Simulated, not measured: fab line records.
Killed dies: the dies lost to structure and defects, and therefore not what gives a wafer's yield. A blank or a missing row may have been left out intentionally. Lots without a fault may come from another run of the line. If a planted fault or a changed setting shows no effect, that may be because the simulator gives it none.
Comparing a struck lot with a sound one | flow n5 finfet | 36 out of 1938 route steps
Sound: the wafers L774.3, L774.5, L774.6. Struck: wafers L778.2, L778.3. At the end, the cause is stated.
Order at every step that has rows: each side's tool, ch and its chambers, its first start. Under that, the readings that differ: sound wafers | struck wafers | difference of the means | sigmas: that difference in standard deviations of wafers without a fault.
alike: readings whose means differ by less than 2 such deviations, and words and numbers that are the same on both sides. not compared: withheld readings, readings that some wafer has no value for, bounds like >300 that may hide the same value, and numbers for which the record gives no deviation and whose values overlap.
A row with sigmas, a row that says differs or no value, or rows on one side alone: a step with any of these is where the two part. Numbers that have no deviation but don't overlap get no sigmas and don't part them. A reading missing from all wafers of one side parts the sides only when that side holds two or more wafers.

first, 9 steps without rows for these wafers: N5_BEOL_M4_ANNEAL_95 (time 240 s); N5_BEOL_M4_SPUTTER_96 (material Cu, target thk 4.5 nm, time 8.29 s); N5_BEOL_M4_ECD_50 (material Cu, target thk 300 nm); N5_BEOL_M4_ANNEAL_51 (time 90 s); N5_BEOL_M4_CMP_52 (polishes, stops on SiOC, t overpolish 6.8 s, target thk 40 nm); N5_BEOL_M4_PRE_CLEAN_60 (time 15 s); N5_BEOL_M4_CO_CAP_55 (material Co, precursor CCTBA/H2, target thk 2 nm, time 102.1 s); N5_BEOL_M4_PRE_CLEAN_56 (time 15 s); N5_BEOL_M4_DEP_57 (deposits SiCN from 3MS/NH3, target thk 8 nm, time 14 s).
N5_BEOL_M4_RC_MEAS_101:
  sound on prober-01 ch 0, day 8 22:46; struck on prober-02 ch 0, day 10 00:25
  alike: DIBL_N, DIBL_P, IOFF_N, IOFF_P, ION_N, ION_P, SS_N, SS_P, VT_N, VT_P
then, 24 steps without rows for these wafers: N5_BEOL_M5_ILD_DEP_00 (deposits SiCOH lowk from DEMS/porogen, target thk 140.64 nm, time 25.9 s); N5_BEOL_M5_CURE_79 (cures SiCOH lowk, time 240 s); N5_BEOL_M5_PECVD_70 (deposits SiO2 from TEOS/O2, target thk 16 nm, time 18 s); N5_BEOL_M5_HM_DEP_02 (deposits TiN, target thk 20 nm); N5_BEOL_M5_COAT_59 (time 60 s, resist thk 60 nm); N5_BEOL_M5_COAT_60 (time 60 s, resist thk 12 nm); N5_BEOL_M5_COAT_71 (time 60 s, resist thk 5 nm); N5_BEOL_M5_COAT_05 (resist thk 30 nm); N5_BEOL_M5_EBR_07; N5_BEOL_M5_SOFTBAKE_06 (time 60 s); N5_BEOL_M5_EXPOSE_08 (exposes mask M5, target cd 28 nm); N5_BEOL_M5_PEB_09 (peb time 60 s); N5_BEOL_M5_DEVELOP_10 (develop time 30 s); N5_BEOL_M5_DESCUM_16 (chemistry O2, time 7 s); N5_BEOL_M5_ETCH_72 (etches underlayer in N2/H2, target depth 6.5 nm, time 5.2 s); N5_BEOL_M5_ETCH_61 (etches SiARC in CF4, target depth 15.6 nm, time 26 s); N5_BEOL_M5_ETCH_62 (etches SOC in N2/H2, target depth 75 nm, overetch 15 nm, time 112.5 s); N5_BEOL_M5_STRIP_63 (strips in N2/H2); N5_BEOL_M5_STRIP_73 (strips in N2/H2); N5_BEOL_M5_STRIP_64 (strips in CF4); N5_BEOL_M5_HM_OPEN_17 (chemistry Cl2/BCl3, target TiN, target depth 20 nm, overetch 6 nm); N5_BEOL_M5_STRIP_19 (strips in O2); N5_BEOL_M5_COAT_65 (time 60 s, resist thk 60 nm); N5_BEOL_M5_COAT_66 (time 60 s, resist thk 12 nm).
N5_BEOL_M7_VIA_ETCH_34: etches SiCOH lowk in C4F6/O2, target depth 125.5 nm, time 50.5 s.
  sound on rie diel-05 ch 2,3, day 9 22:04; struck on rie diel-05 ch 0,1, day 11 05:56
  reading                                  | sound             | struck      | difference | sigmas
  oes product au (a.u.)                    | 0.88 0.79 0.88    | 0.58 0.63   | -0.24      | -3
  model.etch.depth nm (nm)                 | 124.6 121.5 124.2 | 94.04 92.67 | -30.08     |
  model.SOC_of_BEOL_M7_COAT_63.thk nm (nm) | 53.8 54 53.8      | 55.4 55.4   | +1.5       |
  alike: C4F6_flow_sccm, drypump motor current A, oes_ar_750_au, rf vpp V, showerhead plenum p Torr, throttle valve pct
  not compared: rf hours counter h
-- record jumps: 4 days separate the struck wafers' starts on either side; left off in module BEOL_M7, taken up again in module PASSIVATION, whose first shown step is the route's number 1936 --
N5_PASSIVATION_PROBE_49:
  sound: prober-01 at day 13 09:08; struck: prober-02 at day 14 22:23
  reading                  | sound          | struck    | difference | sigmas
  defect limited yield (%) | 90.9 89.7 92.0 | 26.6 8.1  | -73.5      | -46
  killed_at_M4_up          | 9 6 12         | 807 1013  | +901       | +99 or more
  killed dies              | 107 121 94     | 866 1085  | +868       | +46
  killed on rim            | 15 11 13       | 57 136    | +84        | +20
  sort_bin_5_function (%)  | 5.5 6.7 4.7    | 70.9 88.1 | +73.9      | +67
  sort n pass              | 1073 1059 1086 | 314 95    | -868       | -48
  sort yield pct (%)       | 90.9 89.7 92.0 | 26.6 8.1  | -73.5      | -46
  alike: killed_at_M0_to_M3, killed at contacts, killed at front end, killed at other, killed open, killed short, sort_bin_6_memory

## WHERE THEY PART
First at N5_BEOL_M7_VIA_ETCH_34; last, within this record, at N5_PASSIVATION_PROBE_49.

WHY: the cause the simulator had injected
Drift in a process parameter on rie diel-05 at N5_BEOL_M7_VIA_ETCH_34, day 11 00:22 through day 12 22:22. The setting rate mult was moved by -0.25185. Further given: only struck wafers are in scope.
